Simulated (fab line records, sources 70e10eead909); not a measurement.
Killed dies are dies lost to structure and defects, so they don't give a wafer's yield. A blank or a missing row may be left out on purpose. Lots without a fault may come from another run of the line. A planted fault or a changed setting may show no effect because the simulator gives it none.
One fault seen from 2 desks | flow nand_harc | each desk has only its own numbers; what lay behind them comes last

THE METROLOGY DESK
What the gauges read, lot by lot, whatever tool the lot ran on: means of the sampled wafers that have a number. A lot is out of limits, marked OUT, if its mean lies more than 4 standard deviations from the usual mean; the brackets give that distance.
Columns: A = cd_nm at NHARC_P_GATE_CD_MEAS_26, usual 120.0 nm
lot  | first seen here | A
L727 | day 5 18:44     | 120.9
L729 | day 6 20:04     | 119.8
L732 | day 7 20:35     | 108.6 (-15) OUT
L733 | day 8 11:00     | 107.1 (-17) OUT
L738 | day 10 07:43    | 120.5
L741 | day 11 18:58    | 119.4
L743 | day 12 12:10    | 119.3
L744 | day 12 23:01    | 120.2
L745 | day 13 05:06    | 119.9
L746 | day 13 18:07    | 120.1
L747 | day 14 03:54    | 119.7
L748 | day 14 11:21    | 119.7
This desk's finding: out of limits on L732, L733; first on L732, day 7 20:35 (cd_nm at NHARC_P_GATE_CD_MEAS_26). In limits: L727, L729, L738, L741, L743, L744, L745, L746, L747, L748.

THE TOOL OWNER'S DESK: litho_track-04
The tool's own readings at NHARC_P_GATE_PEB_24 (peb time 65 s): means of the sampled wafers that have a number, for each lot that ran on this tool. A lot is out of limits, marked OUT, if its mean lies more than 4 standard deviations from the usual mean; the brackets give that distance.
Columns: A = heater_power_total_W at NHARC_P_GATE_PEB_24, usual 156.6 W; B = resist_line_temp_C at NHARC_P_GATE_PEB_24, usual 23.00 C
lot  | first seen here | A     | B
L729 | day 6 19:59     | 156.2 | 23.03
L732 | day 7 20:31     | 156.8 | 23.13
L733 | day 8 10:55     | 156.7 | 22.85
L745 | day 13 05:01    | 157.2 | 22.96
L746 | day 13 18:02    | 156.5 | 23.04
L747 | day 14 03:49    | 156.8 | 23.11
L748 | day 14 11:16    | 156.3 | 23.05
This desk's finding: nothing out of limits on any of the 7 lots.

PUT TOGETHER
The metrology desk could have raised an alarm at day 7 20:35, on L732, L733.
The tool owner's desk saw nothing out of limits.
The tool owner's desk has L732, L733 on record, within its limits.
Of the lots named, all ran NHARC_P_GATE_PEB_24 on litho_track-04.

WHAT THE SIMULATOR HAD PUT IN
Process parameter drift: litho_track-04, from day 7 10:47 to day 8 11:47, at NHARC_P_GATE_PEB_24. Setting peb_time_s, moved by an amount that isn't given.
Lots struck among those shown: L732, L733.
Hours from the fault's start to each desk's first reading out of limits: the metrology desk, 10.
